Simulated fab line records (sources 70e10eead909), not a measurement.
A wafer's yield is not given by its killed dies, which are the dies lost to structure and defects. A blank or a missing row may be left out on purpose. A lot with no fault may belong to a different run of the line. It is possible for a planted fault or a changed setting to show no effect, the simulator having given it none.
Which of the tools did it? + flow nand_harc + 11 lots, 33 wafers sampled, at 6 steps of a route of 1302

WHAT THE GAUGES READ, wafer by wafer
NHARC_P_ZERO_WELL_CD_MEAS_24: the cd target is 720 nm. Usual: cd_nm reads 720.5 nm (standard deviation 1.6).
| lot  | measured     | on        | cd_nm (nm)        | flag |
|------|--------------|-----------|-------------------|------|
| L399 | day 2 08:50  | cd_sem-02 | 719.8 720.0 719.8 |      |
| L400 | day 2 18:37  | cd_sem-02 | 719.9 720.7 721.3 |      |
| L402 | day 3 14:31  | cd_sem-03 | 719.8 718.5 720.3 |      |
| L403 | day 4 00:44  | cd_sem-02 | 721.4 719.0 719.9 |      |
| L404 | day 4 10:35  | cd_sem-03 | 721.7 720.3 720.2 |      |
| L405 | day 4 20:48  | cd_sem-03 | 717.7 719.5 719.6 |      |
| L408 | day 6 02:43  | cd_sem-02 | 718.6 720.0 719.9 |      |
| L409 | day 6 12:43  | cd_sem-01 | 721.0 720.4 719.7 |      |
| L411 | day 7 09:04  | cd_sem-01 | - - -             | OFF  |
| L420 | day 11 02:28 | cd_sem-02 | 719.3 720.6 722.8 |      |
| L421 | day 11 12:27 | cd_sem-02 | 717.4 720.9 721.4 |      |

NHARC_P_ZERO_WELL_INSPECT_43. Usual: raw_defect_count reads 13 (standard deviation 6.6).
| lot  | measured     | on                | raw_defect_count | flag |
|------|--------------|-------------------|------------------|------|
| L399 | day 2 13:47  | defect_inspect-02 | 24 4 21          |      |
| L400 | day 2 23:45  | defect_inspect-02 | 10 14 6          |      |
| L402 | day 3 19:37  | defect_inspect-01 | 14 9 23          |      |
| L403 | day 4 06:17  | defect_inspect-02 | 15 12 12         |      |
| L404 | day 4 15:37  | defect_inspect-01 | 7 9 8            |      |
| L405 | day 5 02:16  | defect_inspect-02 | 8 11 4           |      |
| L408 | day 6 07:56  | defect_inspect-01 | 15 8 18          |      |
| L409 | day 6 17:58  | defect_inspect-02 | 7 4 6            |      |
| L411 | day 7 14:11  | defect_inspect-02 | 10 21 15         |      |
| L420 | day 11 07:23 | defect_inspect-02 | 11 9 14          |      |
| L421 | day 11 17:25 | defect_inspect-01 | 13 13 31         |      |

NHARC_END_SORT_01. Usual: killed_at_array 51, standard deviation 18; killed_at_other 1.0, standard deviation 1.2; killed_at_periphery 3.7, standard deviation 2.9; killed_dies 55, standard deviation 19; killed_open 3.5, standard deviation 1.9; killed_short 2.6, standard deviation 1.6.
| lot  | measured     | on        | killed_at_array | killed_at_other | killed_at_periphery | killed_dies | killed_open | killed_short | flag |
|------|--------------|-----------|-----------------|-----------------|---------------------|-------------|-------------|--------------|------|
| L399 | day 24 19:16 | prober-01 | 67 54 69        | 2 5 3           | 8 3 4               | 77 62 76    | 6 1 1       | 1 3 4        |      |
| L400 | day 25 18:50 | prober-01 | 53 51 44        | 0 3 0           | 1 4 2               | 54 58 46    | 4 7 4       | 4 1 2        |      |
| L402 | day 25 09:26 | prober-01 | 18 26 21        | 3 0 1           | 2 1 2               | 23 27 24    | 4 9 10      | 2 2 1        |      |
| L403 | day 26 06:08 | prober-02 | 60 53 78        | 0 0 0           | 4 1 3               | 64 54 81    | 5 2 3       | 3 1 4        |      |
| L404 | day 26 06:56 | prober-01 | 57 54 55        | 1 3 1           | 2 3 1               | 60 60 57    | 5 3 4       | 2 3 2        |      |
| L405 | day 27 13:31 | prober-02 | 68 68 68        | 0 0 0           | 3 2 1               | 71 70 69    | 3 5 2       | 1 3 1        |      |
| L408 | day 28 12:04 | prober-02 | 19 29 22        | 1 0 1           | 1 1 1               | 21 30 24    | 3 3 5       | 2 3 1        |      |
| L409 | day 29 11:43 | prober-01 | 29 26 35        | 0 0 0           | 0 5 3               | 29 31 38    | 6 5 3       | 2 2 3        |      |
| L411 | day 30 21:21 | prober-01 | 65 45 62        | 3 2 0           | 609 630 615         | 677 677 677 | 4 2 5       | 4 0 4        | OFF  |
| L420 | day 34 23:04 | prober-01 | 25 27 18        | 0 0 0           | 2 1 0               | 27 28 18    | 3 3 1       | 3 4 1        |      |
| L421 | day 34 04:38 | prober-02 | 35 65 53        | 0 1 0           | 1 4 1               | 36 70 54    | 6 6 5       | 6 2 3        |      |

WHAT TOOL EACH LOT RAN ON (gives the tool, then ch and the chambers of the sampled wafers, and finally the start)
| lot  | NHARC_P_ZERO_WELL_DESCUM_13       | NHARC_P_ZERO_WELL_ETCH_62                     | NHARC_P_ZERO_WELL_EXPOSE_21       |
|------|-----------------------------------|-----------------------------------------------|-----------------------------------|
| L399 | rie_diel-06 ch 0,2,3, day 2 07:28 | rie_diel-06 ch 1,3, day 2 08:41 or earlier    | krf_scanner-03 ch 0, day 2 08:41  |
| L400 | rie_diel-13 ch 1,2,3, day 2 17:26 | rie_diel-13 ch 1,3, day 2 18:28 or earlier    | krf_scanner-01 ch 0, day 2 18:28  |
| L402 | rie_diel-13 ch 0,1,2, day 3 13:17 | rie_diel-13 ch 1,2,3, day 3 14:21 or earlier  | krf_scanner-01 ch 0, day 3 14:21  |
| L403 | rie_diel-09 ch 1,2,3, day 3 23:28 | rie_diel-09 ch 1,2,3, day 4 00:35 or earlier  | krf_scanner-03 ch 0, day 4 00:35  |
| L404 | rie_diel-06 ch 2,3, day 4 09:22   | rie_diel-06 ch 0,1,3, day 4 10:26 or earlier  | krf_scanner-01 ch 0, day 4 10:26  |
| L405 | rie_diel-13 ch 0,2, day 4 19:36   | rie_diel-13 ch 0,2,3, day 4 20:39 or earlier  | krf_scanner-01 ch 0, day 4 20:39  |
| L408 | rie_diel-06 ch 1,3, day 6 01:26   | rie_diel-06 ch 0,1, day 6 02:34 or earlier    | krf_scanner-03 ch 0, day 6 02:34  |
| L409 | rie_diel-09 ch 2,3, day 6 11:29   | rie_diel-09 ch 0,2,3, day 6 12:34 or earlier  | krf_scanner-04 ch 0, day 6 12:34  |
| L411 | rie_diel-06 ch 1,2,3, day 7 07:41 | rie_diel-06 ch 0,1,3, day 7 08:55 or earlier  | krf_scanner-01 ch 0, day 7 08:55  |
| L420 | rie_diel-13 ch 1,2, day 11 01:17  | rie_diel-13 ch 1,3, day 11 02:19 or earlier   | krf_scanner-04 ch 0, day 11 02:19 |
| L421 | rie_diel-13 ch 1,3, day 11 11:23  | rie_diel-13 ch 1,2,3, day 11 12:18 or earlier | krf_scanner-04 ch 0, day 11 12:18 |
- NHARC_P_ZERO_WELL_DESCUM_13: chemistry O2, time 3 s.
- NHARC_P_ZERO_WELL_ETCH_62: etches the open film in CHF3/Ar, target depth 13 nm, time 6.5 s.
- NHARC_P_ZERO_WELL_EXPOSE_21: exposes mask P NWELL, target cd 720 nm.

AS READ BY THE TOOLS THEMSELVES (means over the sampled wafers that have a number; for cases with no such wafer, the mark the record gives instead)
NHARC_P_ZERO_WELL_DESCUM_13. Usual: drypump_motor_current_A 5.7 A, standard deviation 0.52; oes_product_au 0.999 a.u., standard deviation 0.011; rf_vpp_V 57.9 V, standard deviation 0.96; showerhead_plenum_p_Torr 1.93 Torr, standard deviation 0.091; throttle_valve_pct 11.313 %, standard deviation 0.0092.
| lot  | tool        | drypump_motor_current_A (A) | oes_product_au (a.u.) | rf_vpp_V (V) | showerhead_plenum_p_Torr (Torr) | throttle_valve_pct (%) | flag |
|------|-------------|-----------------------------|-----------------------|--------------|---------------------------------|------------------------|------|
| L399 | rie_diel-06 | 5.8                         | 1.010                 | 57.0         | 1.88                            | 11.314                 |      |
| L400 | rie_diel-13 | 5.6                         | 1.001                 | 56.9         | 1.95                            | 11.315                 |      |
| L402 | rie_diel-13 | 5.2                         | 0.986                 | 58.5         | 2.02                            | 11.313                 |      |
| L403 | rie_diel-09 | 6.0                         | 1.012                 | 57.7         | 1.84                            | 11.315                 |      |
| L404 | rie_diel-06 | 5.6                         | 1.002                 | 57.3         | 1.82                            | 11.317                 |      |
| L405 | rie_diel-13 | 5.1                         | 0.987                 | 58.9         | 2.05                            | 11.308                 |      |
| L408 | rie_diel-06 | 6.1                         | 0.996                 | 57.9         | 1.95                            | 11.312                 |      |
| L409 | rie_diel-09 | 6.1                         | 1.003                 | 58.1         | 1.88                            | 11.306                 |      |
| L411 | rie_diel-06 | 5.8                         | 1.005                 | 58.4         | 1.99                            | 11.313                 |      |
| L420 | rie_diel-13 | 5.2                         | 0.991                 | 57.6         | 1.99                            | 11.315                 |      |
| L421 | rie_diel-13 | 6.0                         | 0.988                 | 57.2         | 1.87                            | 11.312                 |      |

NHARC_P_ZERO_WELL_ETCH_62. Usual: drypump_motor_current_A 5.6 A, standard deviation 0.52; oes_product_au 0.957 a.u., standard deviation 0.015; rf_vpp_V 371.2 V, standard deviation 2.5; showerhead_plenum_p_Torr 2.37 Torr, standard deviation 0.1; throttle_valve_pct 20.216 %, standard deviation 0.0091.
| lot  | tool        | drypump_motor_current_A (A) | oes_product_au (a.u.) | rf_vpp_V (V) | showerhead_plenum_p_Torr (Torr) | throttle_valve_pct (%) | flag |
|------|-------------|-----------------------------|-----------------------|--------------|---------------------------------|------------------------|------|
| L399 | rie_diel-06 | 6.2                         | 0.947                 | 370.9        | 2.37                            | 20.217                 |      |
| L400 | rie_diel-13 | 5.7                         | 0.968                 | 370.8        | 2.37                            | 20.212                 |      |
| L402 | rie_diel-13 | 5.6                         | 0.976                 | 370.8        | 2.38                            | 20.218                 |      |
| L403 | rie_diel-09 | 6.0                         | 0.954                 | 369.3        | 2.26                            | 20.225                 |      |
| L404 | rie_diel-06 | 6.0                         | 0.964                 | 371.3        | 2.39                            | 20.222                 |      |
| L405 | rie_diel-13 | 5.5                         | 0.960                 | 371.8        | 2.41                            | 20.213                 |      |
| L408 | rie_diel-06 | 5.9                         | 0.948                 | 372.3        | 2.40                            | 20.224                 |      |
| L409 | rie_diel-09 | 5.7                         | 0.963                 | 370.1        | 2.31                            | 20.219                 |      |
| L411 | rie_diel-06 | 6.1                         | 0.942                 | 371.7        | 2.38                            | 20.213                 |      |
| L420 | rie_diel-13 | 5.7                         | 0.971                 | 371.6        | 2.35                            | 20.221                 |      |
| L421 | rie_diel-13 | 5.6                         | 0.964                 | 371.1        | 2.37                            | 20.223                 |      |

NHARC_P_ZERO_WELL_EXPOSE_21. Usual: exposure_dose_mJ_cm2 22.309, standard deviation 0.021; focus_offset_nm 0.0 nm, standard deviation 0.54.
| lot  | tool           | exposure_dose_mJ_cm2 | focus_offset_nm (nm) | flag |
|------|----------------|----------------------|----------------------|------|
| L399 | krf_scanner-03 | 22.282               | -0.4                 |      |
| L400 | krf_scanner-01 | 22.330               | 0.4                  |      |
| L402 | krf_scanner-01 | 22.288               | 0.2                  |      |
| L403 | krf_scanner-03 | 22.307               | 0.2                  |      |
| L404 | krf_scanner-01 | 22.331               | 0.6                  |      |
| L405 | krf_scanner-01 | 22.303               | -0.6                 |      |
| L408 | krf_scanner-03 | 22.297               | -0.5                 |      |
| L409 | krf_scanner-04 | 22.338               | -0.4                 |      |
| L411 | krf_scanner-01 | 22.305               | 0.5                  |      |
| L420 | krf_scanner-04 | 22.332               | -0.2                 |      |
| L421 | krf_scanner-04 | 22.287               | 0.3                  |      |

THE ANSWER, worked out from the rows above alone
Rule: lot off if the mean of its wafers having a number is beyond 3 standard deviations from the usual mean. Also off: a lot with no number at a reading for which 4 or more lots have one. Any other lot the step has rows for is counted as sound. The gauges are gone through in route order, then the tools' own readings, and for those a lot's mean is taken as printed above. The first step at which some lot is off is used, and at that step the reading that is off furthest; a lot without a number counts as furthest.
Off at NHARC_P_ZERO_WELL_CD_MEAS_24 (cd_nm): L411. Without a number there: L411.
If a tool, at a process step before that reading, ran all the lots that are off and no sound lot after the first of them, it fits. The gauges at NHARC_P_ZERO_WELL_CD_MEAS_24 aren't tried: what is off there is off at NHARC_END_SORT_01 too, on other tools, and a gauge's error can't cause that. Because NHARC_P_ZERO_WELL_ETCH_62 lacks a start for some lots, the hours and order of its lots are taken from NHARC_P_ZERO_WELL_EXPOSE_21. Can't be told from this: 2 tools fit, rie_diel-06 at NHARC_P_ZERO_WELL_DESCUM_13 and NHARC_P_ZERO_WELL_ETCH_62, krf_scanner-01 at NHARC_P_ZERO_WELL_EXPOSE_21.

WHAT WAS PUT IN BY THE SIMULATOR
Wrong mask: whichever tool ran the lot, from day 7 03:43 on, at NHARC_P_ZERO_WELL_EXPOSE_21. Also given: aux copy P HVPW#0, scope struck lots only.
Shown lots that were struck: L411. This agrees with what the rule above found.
